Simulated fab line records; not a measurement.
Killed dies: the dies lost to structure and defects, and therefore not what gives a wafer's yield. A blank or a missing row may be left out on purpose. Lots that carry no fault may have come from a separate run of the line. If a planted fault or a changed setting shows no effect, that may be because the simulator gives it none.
fab line records | flow nandHarc
record lots=14 wafers=42 lastDay=34
route steps=1302 shown A_BONDPAD@1202 THIN_TSV@1270 END@1302
lots that met no fault: from a run of the same line without faults
startH: the number of hours between the record's first day and the start of the first shown wafer of the lot | waitH: hours from the lot's prior step to this one | " as in the row above | L1.1+2: a single row standing in for several wafers | - no value present, or no start provided | * or withheld: withheld | < > ~ a bound
route shown NAME@n: names a module that has steps shown in the file, with the first one's number in the route | usual: average and standard deviation across the fault-free wafers | same: alike in all rows | chamber/n: place in a boat | sites: each site's reading | _std_site: their standard deviation | _edge_site: mean of outer sites minus mean of inner sites | radiusMm: for every site, how far away it sits from the centre of the wafer | mask NAME#n: copy n | behind: the most recent tool/chamber to have shaped the wafer | hold: why the lot was held/for how many hours/how that ended | device: the n, p or np transistor that did not switch | end of line: at the end of the route, the tests of the same wafers | for a step that has no rows: nothing shown but its recipe | killed: the dies lost at the first sort to structure and to defects; this is not the yield of the wafer | map: shows each die of a wafer: x if killed, . if not, _ if none is there
set.NAME: setting as actually run; set.NAME@STEP: the setting as run at that earlier step | model.NAME: the simulator's own value behind a step, which no gauge read
route steps across a sampled set of lots; one table per step, one row per wafer
services: a tool's chamber out of use, with start hour (startH, from the record's first day; less than 0 if before it), hours out, and reason
## steps
# step NHARC_A_BONDPAD_DEP_00
# recipe targetThkA=2500 tempC=370 targetThkNm=250 pressureTorr=3 flowSccm=200 rfW=450 material=SiCN
# usual chamberPressureTorr=3.001/0.0062 heaterPowerW=608/94 rfFwdPowerW=449.0/1.3
# columns lot.wafer tool chamber startH waitH chamberPressureTorr heaterPowerW rfFwdPowerW
L795.1 pecvd-03 1 541.13 - 3.011 589 449.4
L795.3 " 0 " " 3.003 674 448.9
L795.5 " 0 " " 3.003 652 447.8
L796.3 pecvd-04 2 542.18 - 3.006 717 449.7
L796.1 " 0 " " 3.001 464 450.2
L796.4 " 1 " " 2.999 596 448.6
L798.3 pecvd-04 0 570.03 - 3.000 524 450.6
L798.5 " 1 " " 3.011 521 449.7
L798.6 " 2 " " 3.000 697 447.1
L803.3 pecvd-04 2 606.25 - 3.003 769 449.0
L803.5 " 0 " " 2.997 465 449.1
L803.6 " 2 " " 3.005 789 446.8
L804.3 pecvd-04 2 615.83 - 3.006 720 449.9
L804.1 " 0 " " 2.994 525 450.3
L804.2 " 1 " " 2.999 588 448.6
L805.2 pecvd-04 1 619.07 - 3.008 611 447.5
L805.3 " 2 " " 3.006 789 450.7
L805.6 " 0 " " 2.999 514 450.9
L810.3 pecvd-02 0 680.74 - 3.013 687 449.0
L810.4 " 1 " " 2.998 637 448.2
L810.5 " 2 " " 3.002 545 449.3
L811.3 pecvd-04 2 701.44 - 3.000 797 447.6
L811.2 " 0 " " 3.007 528 450.3
L811.6 " 0 " " 3.010 531 452.7
L812.1 pecvd-04 2 702.43 - 3.000 728 448.2
L812.4 " 0 " " 3.006 500 449.4
L812.6 " 1 " " 3.006 547 448.4
L813.3 pecvd-02 0 708.56 - 2.994 745 449.0
L813.4 " 1 " " 3.005 560 446.9
L813.5 " 0 " " 3.000 776 449.0
L814.3 pecvd-04 1 710.53 - 3.002 485 449.0
L814.2 " 2 " " 3.002 796 448.4
L814.4 " 1 " " 3.003 505 450.7
L817.1 pecvd-04 2 740.97 - 2.991 701 449.4
L817.4 " 0 " " 3.006 522 448.1
L817.5 " 2 " " 2.996 729 449.2
L816.2 pecvd-04 0 742.53 - 3.007 537 449.5
L816.5 " 1 " " 2.994 528 448.4
L816.4 " 0 " " 3.000 527 451.7
L818.3 pecvd-03 1 771.14 - 2.995 524 450.4
L818.1 " 2 " " 2.987 445 447.6
L818.5 " 2 " " 2.996 436 447.1
# step NHARC_A_BONDPAD_CD_MEAS_13
# usual cdNm=498.6/2.1
# columns lot.wafer tool chamber startH waitH cdNm
L795.1 cdSem-03 - 542.93 - 499.3
L795.3 " - " " 499.6
L795.5 " - " " 494.1
L796.1 cdSem-02 - 543.93 - 500.8
L796.3 " - " " 500.2
L796.4 " - " " 499.6
L798.3 cdSem-03 - 571.71 - 495.9
L798.5 " - " " 496.8
L798.6 " - " " 495.8
L803.3 cdSem-02 - 607.79 - 498.4
L803.5 " - " " 496.4
L803.6 " - " " 494.9
L804.1 cdSem-02 - 617.47 - 494.4
L804.2 " - " " 496.6
L804.3 " - " " 499.5
L805.2 cdSem-03 - 620.79 - 500.3
L805.3 " - " " 498.5
L805.6 " - " " 498.6
L810.3 cdSem-01 - 682.49 - 502.4
L810.4 " - " " 500.2
L810.5 " - " " 502.8
L811.2 cdSem-01 - 703.14 - 501.0
L811.3 " - " " 496.4
L811.6 " - " " 497.5
L812.1 cdSem-01 - 703.97 - 498.3
L812.4 " - " " 497.2
L812.6 " - " " 497.1
L813.3 cdSem-01 - 710.10 - 496.4
L813.4 " - " " 496.3
L813.5 " - " " 499.9
L814.2 cdSem-01 - 712.25 - 498.8
L814.3 " - " " 501.0
L814.4 " - " " 496.3
L817.1 cdSem-03 - 742.55 - 499.8
L817.4 " - " " 498.7
L817.5 " - " " 497.0
L816.2 cdSem-03 - 744.24 - 499.2
L816.4 " - " " 500.9
L816.5 " - " " 499.2
L818.1 cdSem-02 - 772.85 - 499.4
L818.3 " - " " 497.5
L818.5 " - " " 499.8
# step NHARC_THIN_TSV_DEGAS_49
# recipe tempC=300 timeS=120
# usual heaterPowerW=474/44
# columns lot.wafer tool chamber startH waitH heaterPowerW
L795.3 pvdSputter-03 - 560.31 0.1 527
L795.1 " - " " 534
L795.5 " - " " 524
L796.4 pvdSputter-02 - 561.71 0.1 492
L796.1 " - " " 418
L796.3 " - " " 456
L798.3 pvdSputter-03 - 589.42 0.1 520
L798.6 " - " " 522
L798.5 " - " " 423
L803.3 pvdSputter-02 - 625.56 0.1 492
L803.5 " - " " 421
L803.6 " - " " 435
L804.1 pvdSputter-01 - 636.35 0.1 442
L804.3 " - " " 437
L804.2 " - " " 567
L805.3 pvdSputter-01 - 637.63 0.1 562
L805.2 " - " " 527
L805.6 " - " " 461
L810.3 pvdSputter-02 - 699.57 0.1 449
L810.4 " - " " 450
L810.5 " - " " 425
L812.1 pvdSputter-03 - 720.50 0.1 478
L812.4 " - " " 529
L812.6 " - " " 530
L811.3 pvdSputter-01 - 721.72 0.1 450
L811.2 " - " " 421
L811.6 " - " " 522
L813.3 pvdSputter-03 - 728.10 0.1 424
L813.4 " - " " 473
L813.5 " - " " 417
L814.4 pvdSputter-03 - 729.38 0.1 534
L814.2 " - " " 436
L814.3 " - " " 459
L817.4 pvdSputter-02 - 759.97 0.1 433
L817.1 " - " " 448
L817.5 " - " " 494
L816.2 pvdSputter-02 - 761.29 0.1 447
L816.4 " - " " 440
L816.5 " - " " 505
L818.1 pvdSputter-01 - 791.46 0.1 490
L818.3 " - " " 453
L818.5 " - " " 462
# step NHARC_THIN_TSV_PRE_CLEAN_50
# recipe timeS=30 tempC=280 gas=H2/He
# usual heaterPowerW=413/38
# columns lot.wafer tool chamber startH waitH heaterPowerW
L795.3 pvdSputter-03 - - - 373
L795.1 " - " " 428
L795.5 " - " " 376
L796.1 pvdSputter-02 - - - 367
L796.4 " - " " 388
L796.3 " - " " 442
L798.3 pvdSputter-03 - - - 425
L798.6 " - " " 413
L798.5 " - " " 461
L803.3 pvdSputter-02 - - - 417
L803.6 " - " " 378
L803.5 " - " " 408
L804.3 pvdSputter-01 - - - 402
L804.2 " - " " 367
L804.1 " - " " 478
L805.2 pvdSputter-01 - - - 386
L805.3 " - " " 491
L805.6 " - " " 369
L810.4 pvdSputter-02 - - - 382
L810.3 " - " " 439
L810.5 " - " " 380
L812.4 pvdSputter-03 - - - 456
L812.1 " - " " 377
L812.6 " - " " 458
L811.2 pvdSputter-01 - - - 464
L811.3 " - " " 494
L811.6 " - " " 394
L813.3 pvdSputter-03 - - - 464
L813.4 " - " " 362
L813.5 " - " " 455
L814.4 pvdSputter-03 - - - 373
L814.3 " - " " 408
L814.2 " - " " 465
L817.1 pvdSputter-02 - - - 403
L817.4 " - " " 444
L817.5 " - " " 387
L816.4 pvdSputter-02 - - - 370
L816.2 " - " " 396
L816.5 " - " " 398
L818.3 pvdSputter-01 - - - 377
L818.1 " - " " 508
L818.5 " - " " 381
# step NHARC_END_SORT_01
# recipe tempC=25
# usual defectLimitedYield=90.9/2.8 killedAtArray=56/19 killedAtOther=1.0/1.3 killedAtPeriphery=3.8/2.2 killedDies=61/19 killedOpen=3.1/1.9 killedShort=2.3/1.5
# same grossDies=677
# columns lot.wafer tool chamber startH waitH defectLimitedYield[%] killedAtArray killedAtOther killedAtPeriphery killedDies killedOpen killedShort
L795.1 prober-02 0 572.63 2.5 92.5 49 0 2 51 2 4
L795.3 prober-02 0 574.21 3.1 93.1 40 1 6 47 5 4
L795.5 prober-02 0 575.79 3.7 92.9 44 0 4 48 2 1
L796.1 prober-01 0 572.64 2.5 89.7 67 1 2 70 2 2
L796.3 prober-01 0 574.25 3.1 89.5 65 4 2 71 4 0
L796.4 prober-01 0 575.06 3.4 90.4 60 2 3 65 4 6
L798.3 prober-02 0 602.71 3.1 90.8 57 0 5 62 4 1
L798.5 prober-02 0 604.30 3.7 93.4 43 0 2 45 2 3
L798.6 prober-02 0 605.09 4.0 92.5 45 0 6 51 2 1
L803.3 prober-01 0 639.79 3.1 90.0 54 3 11 68 6 2
L803.5 prober-01 0 641.41 3.7 90.3 59 1 6 66 3 2
L803.6 prober-01 0 642.22 4.0 91.3 48 3 8 59 2 2
L804.1 prober-02 0 648.30 2.4 75.6 163 0 2 165 1 0
L804.2 prober-02 0 649.10 2.8 82.7 111 0 6 117 1 0
L804.3 prober-02 0 649.89 3.1 75.5 163 0 3 166 1 2
L805.2 prober-01 0 649.16 2.8 81.2 121 2 4 127 3 2
L805.3 prober-01 0 649.96 3.1 74.9 163 2 5 170 2 1
L805.6 prober-01 0 652.35 4.0 76.4 155 2 3 160 2 2
L810.3 prober-02 0 713.28 3.1 91.7 55 0 1 56 3 3
L810.4 prober-02 0 714.09 3.4 92.3 50 0 2 52 4 3
L810.5 prober-02 0 714.90 3.7 92.9 45 1 2 48 3 2
L811.2 prober-02 0 735.81 2.8 88.2 75 0 5 80 1 3
L811.3 prober-02 0 736.61 3.1 87.6 80 0 4 84 5 3
L811.6 prober-02 0 739.03 4.0 88.8 69 0 7 76 6 0
L812.1 prober-01 0 740.40 2.5 92.3 49 0 3 52 2 4
L812.4 prober-01 0 742.81 3.4 90.7 57 0 6 63 7 1
L812.6 prober-01 0 744.41 4.0 89.2 67 0 6 73 6 1
L813.3 prober-02 0 744.45 3.1 95.1 30 1 2 33 4 0
L813.4 prober-02 0 745.26 3.4 95.0 32 0 2 34 1 0
L813.5 prober-02 0 746.06 3.7 94.5 37 0 0 37 4 2
L814.2 prober-01 0 749.03 2.8 86.3 88 0 5 93 4 1
L814.3 prober-01 0 749.84 3.1 84.9 96 2 4 102 2 1
L814.4 prober-01 0 750.65 3.4 88.5 75 0 3 78 2 1
L817.1 prober-01 0 771.99 2.5 92.5 45 2 4 51 2 5
L817.4 prober-01 0 774.39 3.4 92.2 45 3 5 53 3 3
L817.5 prober-01 0 775.19 3.7 92.2 50 2 1 53 2 3
L816.2 prober-02 0 773.31 2.8 92.2 52 1 0 53 2 2
L816.4 prober-02 0 774.90 3.4 88.3 78 0 1 79 9 2
L816.5 prober-02 0 775.70 3.7 91.9 48 1 6 55 2 1
L818.1 prober-02 0 803.74 2.5 89.4 70 0 2 72 1 0
L818.3 prober-02 0 805.33 3.1 88.6 73 1 3 77 3 5
L818.5 prober-02 0 806.93 3.7 87.0 84 3 1 88 5 3
# killed by level:class
L795.1 A_CHANNEL_HOLE_D2:chamberFilmFlake=35 A_WL_FILL:geometricParticle:short=3 A_STAIRCASE:chamberFilmFlake=3 A_M0:chamberFilmFlake=3 P_M0:geometricParticle:short=1 A_ONON_D1:geometricParticle:open=1 A_CHANNEL_FILL_D1:geometricParticle:open=1 P_GATE:chamberFilmFlake=1
L796.1 A_SLIT:chamberFilmFlake=30 A_CHANNEL_HOLE_D2:chamberFilmFlake=13 A_STAIRCASE:chamberFilmFlake=9 A_CHANNEL_HOLE_D1:chamberFilmFlake=3 A_CONTACT:unspecified=3 P_GATE:chamberFilmFlake=2 A_CONTACT:chamberFilmFlake=2 A_SOURCE_PLATE:geometricParticle:open=1
L795.3 A_CHANNEL_HOLE_D2:chamberFilmFlake=24 P_GATE:chamberFilmFlake=3 A_STAIRCASE:chamberFilmFlake=2 A_SGD_CUT:chamberFilmFlake=2 A_WL_FILL:chamberFilmFlake=2 A_CONTACT:chamberFilmFlake=2 P_GATE:geometricParticle:open=1 P_CONTACT:geometricParticle:open=1
L796.3 A_SLIT:chamberFilmFlake=29 A_STAIRCASE:chamberFilmFlake=10 A_CHANNEL_HOLE_D2:chamberFilmFlake=8 A_CHANNEL_FILL_D2:chamberFilmFlake=4 THIN_TSV:chamberFilmFlake=4 A_ZERO_WELL:chamberFilmFlake=3 A_CONTACT:chamberFilmFlake=3 A_CONTACT:unspecified=3
L796.4 A_SLIT:chamberFilmFlake=30 A_CHANNEL_HOLE_D2:chamberFilmFlake=7 A_STAIRCASE:chamberFilmFlake=7 A_CONTACT:chamberFilmFlake=3 A_DECK1_JOINT:geometricParticle:short=2 A_WL_FILL:geometricParticle:short=2 A_ZERO_WELL:chamberFilmFlake=2 A_CONTACT:unspecified=2
L795.5 A_CHANNEL_HOLE_D2:chamberFilmFlake=29 A_CONTACT:chamberFilmFlake=3 A_CHANNEL_FILL_D1:geometricParticle:open=2 P_GATE:chamberFilmFlake=2 A_DECK1_JOINT:chamberFilmFlake=2 A_WL_FILL:chamberFilmFlake=2 A_SGD_CUT:geometricParticle:short=1 P_STI:chamberFilmFlake=1
L798.3 A_SLIT:chamberFilmFlake=30 A_CHANNEL_HOLE_D2:chamberFilmFlake=10 A_CONTACT:chamberFilmFlake=10 P_GATE:chamberFilmFlake=4 A_CHANNEL_HOLE_D1:geometricParticle:open=1 A_CHANNEL_FILL_D2:geometricParticle:open=1 A_WL_FILL:geometricParticle:short=1 A_CONTACT:geometricParticle:open=1
L798.5 A_SLIT:chamberFilmFlake=21 A_CHANNEL_HOLE_D2:chamberFilmFlake=10 A_CONTACT:chamberFilmFlake=3 P_GATE:chamberFilmFlake=2 A_CHANNEL_HOLE_D1:chamberFilmFlake=2 A_ONON_D1:geometricParticle:open=1 A_ONON_D1:geometricParticle:short=1 A_CONTACT:geometricParticle:short=1
L798.6 A_SLIT:chamberFilmFlake=22 A_CHANNEL_HOLE_D1:chamberFilmFlake=5 A_CHANNEL_HOLE_D2:chamberFilmFlake=5 A_CONTACT:chamberFilmFlake=5 P_CONTACT:chamberFilmFlake=2 P_M1:chamberFilmFlake=2 A_STAIRCASE:chamberFilmFlake=2 A_M1:chamberFilmFlake=2
L803.3 A_CHANNEL_HOLE_D1:chamberFilmFlake=23 A_CHANNEL_HOLE_D2:chamberFilmFlake=20 P_ZERO_WELL:chamberFilmFlake=3 P_BONDPAD:chamberFilmFlake=3 A_CONTACT:chamberFilmFlake=3 A_ONON_D1:geometricParticle:open=2 P_STI:chamberFilmFlake=2 A_M1:chamberFilmFlake=2
L803.5 A_CHANNEL_HOLE_D2:chamberFilmFlake=26 A_CHANNEL_HOLE_D1:chamberFilmFlake=21 A_STAIRCASE:chamberFilmFlake=3 P_STI:chamberFilmFlake=3 A_CONTACT:chamberFilmFlake=3 P_BONDPAD:chamberFilmFlake=2 A_ONON_D1:geometricParticle:open=1 A_ONON_D1:geometricParticle:short=1
L803.6 A_CHANNEL_HOLE_D2:chamberFilmFlake=19 A_CHANNEL_HOLE_D1:chamberFilmFlake=19 P_BONDPAD:chamberFilmFlake=6 A_CONTACT:chamberFilmFlake=4 P_GATE:geometricParticle:short=2 A_STAIRCASE:chamberFilmFlake=2 A_M1:chamberFilmFlake=2 THIN_TSV:chamberFilmFlake=2
L804.1 A_BONDPAD:unspecified=105 A_SLIT:chamberFilmFlake=30 A_CHANNEL_HOLE_D2:chamberFilmFlake=8 A_CHANNEL_HOLE_D1:chamberFilmFlake=8 A_SGD_CUT:chamberFilmFlake=4 A_STAIRCASE:chamberFilmFlake=3 A_CONTACT:chamberFilmFlake=3 P_BONDPAD:chamberFilmFlake=2
L804.2 A_BONDPAD:unspecified=57 A_SLIT:chamberFilmFlake=26 A_CHANNEL_HOLE_D2:chamberFilmFlake=9 A_CHANNEL_HOLE_D1:chamberFilmFlake=5 A_STAIRCASE:chamberFilmFlake=5 P_BONDPAD:chamberFilmFlake=4 A_CONTACT:chamberFilmFlake=3 P_ZERO_WELL:chamberFilmFlake=2
L805.2 A_BONDPAD:unspecified=64 A_SLIT:chamberFilmFlake=25 A_CHANNEL_HOLE_D2:chamberFilmFlake=8 A_CHANNEL_HOLE_D1:chamberFilmFlake=6 A_STAIRCASE:chamberFilmFlake=4 A_CONTACT:chamberFilmFlake=4 A_BLC:chamberFilmFlake=3 A_ONON_D1:geometricParticle:open=2
L804.3 A_BONDPAD:unspecified=100 A_SLIT:chamberFilmFlake=31 A_CHANNEL_HOLE_D2:chamberFilmFlake=15 A_CHANNEL_HOLE_D1:chamberFilmFlake=5 A_CONTACT:chamberFilmFlake=5 A_DECK1_JOINT:chamberFilmFlake=2 A_STAIRCASE:chamberFilmFlake=2 A_DECK1_JOINT:geometricParticle:open=1
L805.3 A_BONDPAD:unspecified=98 A_SLIT:chamberFilmFlake=34 A_CHANNEL_HOLE_D1:chamberFilmFlake=11 A_CHANNEL_HOLE_D2:chamberFilmFlake=7 A_STAIRCASE:chamberFilmFlake=6 A_BLC:chamberFilmFlake=3 P_CONTACT:chamberFilmFlake=2 A_CONTACT:chamberFilmFlake=2
L805.6 A_BONDPAD:unspecified=104 A_SLIT:chamberFilmFlake=28 A_CHANNEL_HOLE_D2:chamberFilmFlake=8 A_STAIRCASE:chamberFilmFlake=5 A_CONTACT:chamberFilmFlake=3 THIN_TSV:chamberFilmFlake=2 P_M1:geometricParticle:open=1 A_CHANNEL_FILL_D1:geometricParticle:open=1
L810.3 A_SLIT:chamberFilmFlake=27 A_CHANNEL_HOLE_D1:chamberFilmFlake=8 A_CONTACT:chamberFilmFlake=6 A_STAIRCASE:chamberFilmFlake=4 A_BONDPAD:chamberFilmFlake=2 A_SOURCE_PLATE:geometricParticle:open=1 A_CHANNEL_FILL_D1:geometricParticle:open=1 A_DECK1_JOINT:geometricParticle:short=1
L810.4 A_SLIT:chamberFilmFlake=29 A_CHANNEL_HOLE_D1:chamberFilmFlake=8 A_CONTACT:chamberFilmFlake=5 A_BLC:geometricParticle:open=2 A_STAIRCASE:chamberFilmFlake=2 P_CONTACT:geometricParticle:short=1 A_DECK1_JOINT:geometricParticle:open=1 A_CHANNEL_HOLE_D2:geometricParticle:open=1
L810.5 A_SLIT:chamberFilmFlake=31 A_CONTACT:chamberFilmFlake=5 A_CHANNEL_HOLE_D1:chamberFilmFlake=3 A_STAIRCASE:chamberFilmFlake=3 A_CHANNEL_FILL_D2:geometricParticle:short=2 P_CONTACT:geometricParticle:open=1 A_M1:geometricParticle:open=1 STARTING-WAFER:geometricParticle:open=1
L811.2 A_CHANNEL_HOLE_D1:chamberFilmFlake=30 A_SLIT:chamberFilmFlake=26 A_STAIRCASE:chamberFilmFlake=7 A_CONTACT:chamberFilmFlake=5 P_BONDPAD:chamberFilmFlake=3 P_CONTACT:geometricParticle:open=1 A_ONON_D2:geometricParticle:short=1 A_CHANNEL_FILL_D2:geometricParticle:short=1
L811.3 A_CHANNEL_HOLE_D1:chamberFilmFlake=33 A_SLIT:chamberFilmFlake=29 A_STAIRCASE:chamberFilmFlake=5 P_GATE:chamberFilmFlake=3 A_CONTACT:chamberFilmFlake=3 A_ONON_D1:geometricParticle:open=1 A_ONON_D1:geometricParticle:short=1 A_ONON_D2:geometricParticle:short=1
L811.6 A_SLIT:chamberFilmFlake=31 A_CHANNEL_HOLE_D1:chamberFilmFlake=29 A_CONTACT:chamberFilmFlake=4 P_GATE:geometricParticle:open=2 P_M0:geometricParticle:open=2 A_CHANNEL_FILL_D2:chamberFilmFlake=2 P_CONTACT:geometricParticle:open=1 A_M0:geometricParticle:open=1
L812.1 A_CHANNEL_HOLE_D2:chamberFilmFlake=20 A_CHANNEL_HOLE_D1:chamberFilmFlake=10 A_STAIRCASE:chamberFilmFlake=6 A_SLIT:chamberFilmFlake=5 A_WL_FILL:geometricParticle:short=2 P_ZERO_WELL:chamberFilmFlake=2 A_CONTACT:chamberFilmFlake=2 P_GATE:geometricParticle:short=1
L812.4 A_CHANNEL_HOLE_D2:chamberFilmFlake=23 A_STAIRCASE:chamberFilmFlake=8 A_SLIT:chamberFilmFlake=7 A_CHANNEL_HOLE_D1:chamberFilmFlake=6 P_M0:geometricParticle:open=4 A_SGD_CUT:chamberFilmFlake=4 A_CONTACT:chamberFilmFlake=3 P_ZERO_WELL:chamberFilmFlake=2
L812.6 A_CHANNEL_HOLE_D2:chamberFilmFlake=26 A_STAIRCASE:chamberFilmFlake=10 A_CHANNEL_HOLE_D1:chamberFilmFlake=8 A_SLIT:chamberFilmFlake=8 P_ZERO_WELL:chamberFilmFlake=6 A_CONTACT:chamberFilmFlake=6 A_M0:geometricParticle:open=2 A_ZERO_WELL:chamberFilmFlake=2
L813.3 A_CHANNEL_HOLE_D1:chamberFilmFlake=17 A_SLIT:chamberFilmFlake=3 A_CHANNEL_HOLE_D2:chamberFilmFlake=2 A_STAIRCASE:chamberFilmFlake=2 P_M0:geometricParticle:open=1 A_ONON_D1:geometricParticle:open=1 A_CHANNEL_FILL_D2:geometricParticle:open=1 A_CONTACT:geometricParticle:open=1
L813.4 A_CHANNEL_HOLE_D1:chamberFilmFlake=13 A_SLIT:chamberFilmFlake=8 A_STAIRCASE:chamberFilmFlake=4 A_ZERO_WELL:chamberFilmFlake=2 A_CONTACT:chamberFilmFlake=2 A_CHANNEL_FILL_D2:geometricParticle:open=1 P_GATE:chamberFilmFlake=1 P_BONDPAD:chamberFilmFlake=1
L813.5 A_CHANNEL_HOLE_D1:chamberFilmFlake=12 A_STAIRCASE:chamberFilmFlake=6 A_CHANNEL_HOLE_D2:chamberFilmFlake=5 A_WL_FILL:chamberFilmFlake=4 A_M0:geometricParticle:open=2 A_SLIT:chamberFilmFlake=2 A_CHANNEL_FILL_D2:geometricParticle:short=1 A_CHANNEL_FILL_D2:geometricParticle:open=1
L814.2 A_CHANNEL_HOLE_D1:chamberFilmFlake=33 A_SLIT:chamberFilmFlake=29 A_CHANNEL_HOLE_D2:chamberFilmFlake=14 P_GATE:chamberFilmFlake=4 A_CONTACT:chamberFilmFlake=4 A_ZERO_WELL:chamberFilmFlake=2 P_CONTACT:geometricParticle:open=1 A_CHANNEL_HOLE_D1:geometricParticle:open=1
L814.3 A_SLIT:chamberFilmFlake=34 A_CHANNEL_HOLE_D1:chamberFilmFlake=26 A_CHANNEL_HOLE_D2:chamberFilmFlake=24 A_CONTACT:chamberFilmFlake=6 P_ZERO_WELL:chamberFilmFlake=3 A_DECK1_JOINT:chamberFilmFlake=2 THIN_TSV:chamberFilmFlake=2 P_M2:geometricParticle:open=1
L814.4 A_CHANNEL_HOLE_D1:chamberFilmFlake=28 A_SLIT:chamberFilmFlake=24 A_CHANNEL_HOLE_D2:chamberFilmFlake=16 P_ZERO_WELL:chamberFilmFlake=3 A_STAIRCASE:chamberFilmFlake=2 A_DECK1_JOINT:geometricParticle:open=1 A_ONON_D2:geometricParticle:open=1 A_WL_FILL:geometricParticle:short=1
L817.1 A_CHANNEL_HOLE_D2:chamberFilmFlake=26 A_SLIT:chamberFilmFlake=7 A_CONTACT:chamberFilmFlake=6 A_WL_FILL:geometricParticle:short=2 THIN_TSV:chamberFilmFlake=2 P_CONTACT:geometricParticle:open=1 P_M1:geometricParticle:short=1 A_CHANNEL_FILL_D1:geometricParticle:open=1
L816.2 A_SLIT:chamberFilmFlake=23 A_CHANNEL_HOLE_D1:chamberFilmFlake=13 A_CONTACT:chamberFilmFlake=5 A_CHANNEL_FILL_D1:chamberFilmFlake=3 A_SOURCE_PLATE:geometricParticle:open=1 A_DECK1_JOINT:geometricParticle:open=1 A_SGD_CUT:geometricParticle:short=1 A_BLC:geometricParticle:short=1
L817.4 A_CHANNEL_HOLE_D2:chamberFilmFlake=24 A_SLIT:chamberFilmFlake=10 P_ZERO_WELL:chamberFilmFlake=3 THIN_TSV:chamberFilmFlake=3 A_CHANNEL_FILL_D2:chamberFilmFlake=2 A_CONTACT:chamberFilmFlake=2 P_M0:geometricParticle:open=1 A_ONON_D1:geometricParticle:short=1
L816.4 A_SLIT:chamberFilmFlake=35 A_CHANNEL_HOLE_D1:chamberFilmFlake=22 A_CONTACT:chamberFilmFlake=4 A_M0:geometricParticle:open=2 A_ZERO_WELL:chamberFilmFlake=2 A_ONON_D1:geometricParticle:open=1 A_CHANNEL_FILL_D1:geometricParticle:short=1 A_ONON_D2:geometricParticle:open=1
L817.5 A_CHANNEL_HOLE_D2:chamberFilmFlake=33 A_SLIT:chamberFilmFlake=9 THIN_TSV:chamberFilmFlake=2 A_ONON_D1:geometricParticle:short=1 A_DECK1_JOINT:geometricParticle:short=1 A_CHANNEL_HOLE_D2:geometricParticle:open=1 A_WL_FILL:geometricParticle:short=1 A_M1:geometricParticle:open=1
L816.5 A_SLIT:chamberFilmFlake=28 A_CHANNEL_HOLE_D1:chamberFilmFlake=10 A_CONTACT:chamberFilmFlake=6 P_ZERO_WELL:chamberFilmFlake=3 A_CHANNEL_FILL_D1:geometricParticle:short=1 A_ONON_D2:geometricParticle:open=1 A_SGD_CUT:geometricParticle:open=1 P_STI:chamberFilmFlake=1
L818.1 A_CHANNEL_HOLE_D2:chamberFilmFlake=29 A_SLIT:chamberFilmFlake=14 A_CHANNEL_HOLE_D1:chamberFilmFlake=12 A_CONTACT:chamberFilmFlake=8 A_STAIRCASE:chamberFilmFlake=3 A_CONTACT:geometricParticle:open=1 P_GATE:chamberFilmFlake=1 P_M2:chamberFilmFlake=1
L818.3 A_CHANNEL_HOLE_D2:chamberFilmFlake=28 A_CONTACT:chamberFilmFlake=14 A_CHANNEL_HOLE_D1:chamberFilmFlake=11 A_SLIT:chamberFilmFlake=7 A_CHANNEL_FILL_D2:chamberFilmFlake=2 A_STAIRCASE:chamberFilmFlake=2 P_GATE:geometricParticle:short=1 P_M0:geometricParticle:open=1
L818.5 A_CHANNEL_HOLE_D2:chamberFilmFlake=40 A_CHANNEL_HOLE_D1:chamberFilmFlake=16 A_CONTACT:chamberFilmFlake=11 A_SLIT:chamberFilmFlake=9 THIN_TSV:chamberFilmFlake=3 A_ONON_D2:geometricParticle:open=2 A_M0:geometricParticle:open=2 P_M0:geometricParticle:open=1
## services
# columns tool chamber startH hours kind
pvdSputter-03 - 526.00 10.0 pm
pvdSputter-01 - 532.13 9.8 repair
pecvd-04 - 546.50 3.0 repair
pecvd-03 - 547.00 13.0 pm
pvdSputter-02 - 552.19 0.9 repair
pecvd-04 0 552.80 10.3 repair
pecvd-02 1 559.97 1.8 repair
pvdSputter-01 - 571.53 0.7 repair
pvdSputter-02 - 577.88 2.5 repair
pvdSputter-01 - 580.11 1.2 repair
pvdSputter-01 - 582.03 10.0 pm
pecvd-02 - 589.25 13.0 pm
pecvd-02 - 608.80 0.5 repair
pecvd-03 0 609.06 12.5 repair
pecvd-02 2 623.97 14.2 repair
pecvd-04 - 631.56 13.0 pm
pvdSputter-02 - 633.29 8.0 repair
pvdSputter-02 - 641.34 10.0 pm
pvdSputter-02 - 684.56 1.8 repair
pvdSputter-03 - 704.00 10.0 pm
pecvd-04 - 733.11 1.1 repair
pvdSputter-02 - 750.85 1.4 repair
pvdSputter-01 - 760.03 10.0 pm
pecvd-04 1 774.21 10.8 repair
## key
firstSign step=NHARC_END_SORT_01 reading=killedAtArray direction=up sigmas=4.8 usual=56 struck=146
effect step=NHARC_END_SORT_01 reading=killedDies direction=up sigmas=4.8 usual=61 struck=151
moreKillsBornAt NHARC_A_BONDPAD_DEP_00@pecvd-04=528
metAt NHARC_A_BONDPAD_DEP_00
struckLots L804,L805
notActingAt NHARC_A_BONDPAD_CD_MEAS_13,NHARC_THIN_TSV_DEGAS_49,NHARC_THIN_TSV_PRE_CLEAN_50
onsetBetween 606.25 615.83
fault kind=chamberParticleSource tool=pecvd-04 chamber=- onsetH=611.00 steps=NHARC_A_BONDPAD_DEP_00 ratePerVisitCm2=2.0677 endH=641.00
